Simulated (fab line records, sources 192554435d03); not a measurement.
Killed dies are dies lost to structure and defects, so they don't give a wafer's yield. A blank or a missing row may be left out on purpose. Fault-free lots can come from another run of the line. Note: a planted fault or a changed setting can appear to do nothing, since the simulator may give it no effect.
Which tool did it? -- flow n5-finfet -- Sampling: 9 lots, 26 wafers, 6 of 1938 route steps

## WHAT EACH GAUGE READ, for each wafer
N5_BEOL_M1_CD_MEAS_18: pitch 36 nm, target cd 18 nm.
lot,measured,on,cd-nm (nm)
L806,day 6 03:52,cd-sem-03,17.8 18.5 18.1
L807,day 6 09:58,cd-sem-01,18.2 17.6 17.8
L810,day 7 01:55,cd-sem-01,18.5 18.4 18.5
L811,day 7 06:43,cd-sem-01,17.1 17.8 17.8
L812,day 7 09:53,cd-sem-03,18.4 18.7 18.5
L822,day 10 06:23,cd-sem-02,17.7 18.5
L823,day 10 09:16,cd-sem-03,18.0 18.7 17.9
L827,day 11 08:56,cd-sem-01,18.1 19.0 18.2
L828,day 11 14:57,cd-sem-02,18.0 17.5 18.5

N5_BEOL_M1_OCD_MEAS_38.
lot,measured,on,trench-depth-nm (nm)
L806,day 6 05:11,ocd-01,54.5 56.8 55.6
L807,day 6 17:28,ocd-02,55.3 56.4 57.0
L810,day 7 04:47,ocd-01,0.2 0.6 0.4
L811,day 7 08:33,ocd-02,0 0 0.3
L812,day 7 11:11,ocd-01,0.4 0 0.2
L822,day 10 08:17,ocd-02,54.9 54.0
L823,day 10 11:35,ocd-01,54.3 54.2 54.8
L827,day 11 13:59,ocd-02,56.1 56.2 55.6
L828,day 11 18:53,ocd-01,54.0 53.7 54.8

N5_BEOL_M4_RC_MEAS_101.
lot,measured,on,DIBL_N (mV/V),DIBL_P (mV/V),IOFF_N (nA/um),IOFF_P (nA/um),ION_N (uA/um),ION_P (uA/um),SS_N (mV/dec),SS_P (mV/dec),VT_N (mV),VT_P (mV)
L806,day 7 18:34,prober-02,34.8 37.7 34.1,34.4 37.2 33.6,0.14 0.20 0.14,0.19 0.22 0.17,662 679 653,453 465 444,71.0 72.4 70.5,73.3 73.2 72.7,250 245 249,-254 -251 -256
L807,day 7 22:47,prober-01,35.4 32.2 35.9,36.4 32.9 37.2,0.15 0.11 0.16,0.18 0.16 0.20,667 653 682,451 451 467,71.5 70.5 71.4,73.3 72.3 73.0,253 252 250,-254 -254 -254
L822,day 12 02:52,prober-01,37.0 38.6,37.6 37.4,0.17 0.19,0.23 0.22,685 686,471 466,71.3 72.4,73.2 73.3,247 246,-253 -254
L823,day 12 05:04,prober-02,35.8 39.0 38.1,35.2 39.9 39.4,0.14 0.22 0.18,0.19 0.28 0.26,685 693 692,470 469 475,70.5 71.2 71.8,73.0 74.4 74.3,248 244 247,-250 -247 -248
L827,day 13 03:22,prober-01,35.8 38.1 35.3,35.4 37.6 34.9,0.17 0.18 0.15,0.22 0.23 0.22,684 678 655,471 467 456,71.1 72.0 71.4,73.1 73.7 73.0,249 250 251,-247 -249 -249
L828,day 13 12:14,prober-02,35.0 34.7 32.9,35.1 34.8 32.7,0.13 0.15 0.10,0.19 0.19 0.16,655 681 656,452 468 455,71.1 71.2 71.0,72.8 73.5 72.0,255 251 259,-252 -250 -254

## WHAT TOOL EACH LOT RAN ON (gives the tool, then ch and the chambers of the sampled wafers, and finally the start)
lot,N5_BEOL_M1_ETCH_69,N5_BEOL_M1_TRENCH_ETCH_37,N5_BEOL_M1_DEGAS_44
L806,"rie-diel-01 ch 0,1,3, day 6 04:34","rie-diel-04 ch 0,1,2, day 6 05:02","pvd-sputter-03, day 6 05:28"
L807,"rie-diel-04 ch 0,1,3, day 6 10:28","rie-diel-04 ch 1,2,3, day 6 17:18","pvd-sputter-03, day 6 17:43"
L810,"rie-diel-05 ch 0,1,3, day 7 02:25","rie-diel-04 ch 1,2, day 7 04:38","pvd-sputter-01, day 7 05:34"
L811,"rie-diel-04 ch 0,1,2, day 7 07:12","rie-diel-01 ch 0,2, day 7 08:23","pvd-sputter-03, day 7 09:02"
L812,"rie-diel-04 ch 0,1,2, day 7 10:23","rie-diel-04 ch 2,3, day 7 11:02","pvd-sputter-02, day 7 12:56"
L822,"rie-diel-01 ch 1,2, day 10 06:59","rie-diel-01 ch 0,3, day 10 08:08","pvd-sputter-02, day 10 09:05"
L823,"rie-diel-04 ch 0,1, day 10 09:46","rie-diel-01 ch 0,1, day 10 11:26","pvd-sputter-02, day 10 12:16"
L827,"rie-diel-01 ch 1,2,3, day 11 09:26","rie-diel-01 ch 0,2,3, day 11 13:50","pvd-sputter-01, day 11 14:17"
L828,"rie-diel-04 ch 0,2,3, day 11 15:34","rie-diel-01 ch 0,1, day 11 18:44","pvd-sputter-01, day 11 19:14"
- N5_BEOL_M1_ETCH_69: etches SiARC in CF4, target depth 15.6 nm, time 26 s.
- N5_BEOL_M1_TRENCH_ETCH_37: etches SiOC in C4F6/O2, target depth 55.207 nm, time 29 s.
- N5_BEOL_M1_DEGAS_44: time 60 s.

## WHAT THE TOOLS THEMSELVES READ (means of the sampled wafers that have a number; where no wafer has one, the mark that the record gives instead)
N5_BEOL_M1_ETCH_69.
lot,tool,bias-w (W),cf4-flow-sccm (sccm),drypump-motor-current-A (A),etch-rf-on-time-s (s),oes-product-au (a.u.),rf-vpp-V (V),showerhead-plenum-p-Torr (Torr),throttle-valve-pct (%)
L806,rie-diel-01,36.09,100.0,5.8,26.8,0.64,184.4,2.17,15.66
L807,rie-diel-04,36.02,100.0,5.5,25.5,0.67,184.2,2.21,15.42
L810,rie-diel-05,36.12,100.0,5.5,26.0,0.66,185.4,2.21,15.53
L811,rie-diel-04,36.06,100.1,5.4,25.8,0.62,184.2,2.20,15.64
L812,rie-diel-04,35.93,99.9,5.4,25.8,0.62,182.9,2.20,15.64
L822,rie-diel-01,36.04,100.1,5.8,26.2,0.72,185.4,2.18,15.68
L823,rie-diel-04,35.95,100.2,5.1,25.5,0.63,185.1,2.20,15.48
L827,rie-diel-01,36.23,100.1,5.9,26.4,0.73,184.4,2.15,15.53
L828,rie-diel-04,35.98,100.4,5.8,25.7,0.69,184.4,2.19,15.55

N5_BEOL_M1_TRENCH_ETCH_37.
lot,tool,C4F6_flow_sccm (sccm),O2_flow_sccm (sccm),drypump-motor-current-A (A),oes-product-au (a.u.),rf-vpp-V (V),showerhead-plenum-p-Torr (Torr),throttle-valve-pct (%)
L806,rie-diel-04,9.986,9.985,5.5,0.74,663,2.93,20.78
L807,rie-diel-04,9.984,10.001,5.7,0.76,674,2.91,20.69
L810,rie-diel-04,-,-,-,-,-,-,-
L811,rie-diel-01,-,-,-,-,-,-,-
L812,rie-diel-04,-,-,-,-,-,-,-
L822,rie-diel-01,10.018,10.023,5.9,0.80,648,2.81,20.79
L823,rie-diel-01,10.021,9.996,5.6,0.73,660,2.86,20.90
L827,rie-diel-01,10.028,9.994,5.9,0.90,654,2.81,20.79
L828,rie-diel-01,10.006,10.020,5.7,0.89,660,2.86,20.64

N5_BEOL_M1_DEGAS_44.
lot,tool,heater-power-w (W)
L806,pvd-sputter-03,342
L807,pvd-sputter-03,331
L810,pvd-sputter-01,326
L811,pvd-sputter-03,339
L812,pvd-sputter-02,312
L822,pvd-sputter-02,326
L823,pvd-sputter-02,323
L827,pvd-sputter-01,334
L828,pvd-sputter-01,338

## THE ANSWER, worked out from the rows above alone
Rule: the usual values come from the lots themselves. The widest of any qualifying gaps counts: lots, ordered by their means at a reading, are off when they make up no more than a third of the lots, leave a main group of 4 or more, and stand apart from it by 3 or more times the standard deviation of that group's means. A main group whose means are all the same, to the digits that the tables above print for the reading, isn't used. A lot without any number at a reading at which 4 lots or more have one is off too. The other lots that the step has rows for count as sound. After the gauges, taken in route order, come the tools' own readings; for these a lot's mean is taken, as printed above. The first step at which some lot is off is used, and at that step the reading that is off furthest; a lot without a number counts as furthest.
Off: L810, L811, L812, at N5_BEOL_M1_OCD_MEAS_38 (trench-depth-nm). The main group has a mean of 55.1 nm with a standard deviation of 0.82.
A tool fits if, at a process step before that reading, it ran every lot that is off, and no sound lot after the first of them. Not tried: the gauges at N5_BEOL_M1_OCD_MEAS_38; whatever is off there is also off at N5_BEOL_M1_TRENCH_ETCH_37, on other tools, and gauge error can't account for it. Of those tried, none fits.

## WHAT THE SIMULATOR PUT IN
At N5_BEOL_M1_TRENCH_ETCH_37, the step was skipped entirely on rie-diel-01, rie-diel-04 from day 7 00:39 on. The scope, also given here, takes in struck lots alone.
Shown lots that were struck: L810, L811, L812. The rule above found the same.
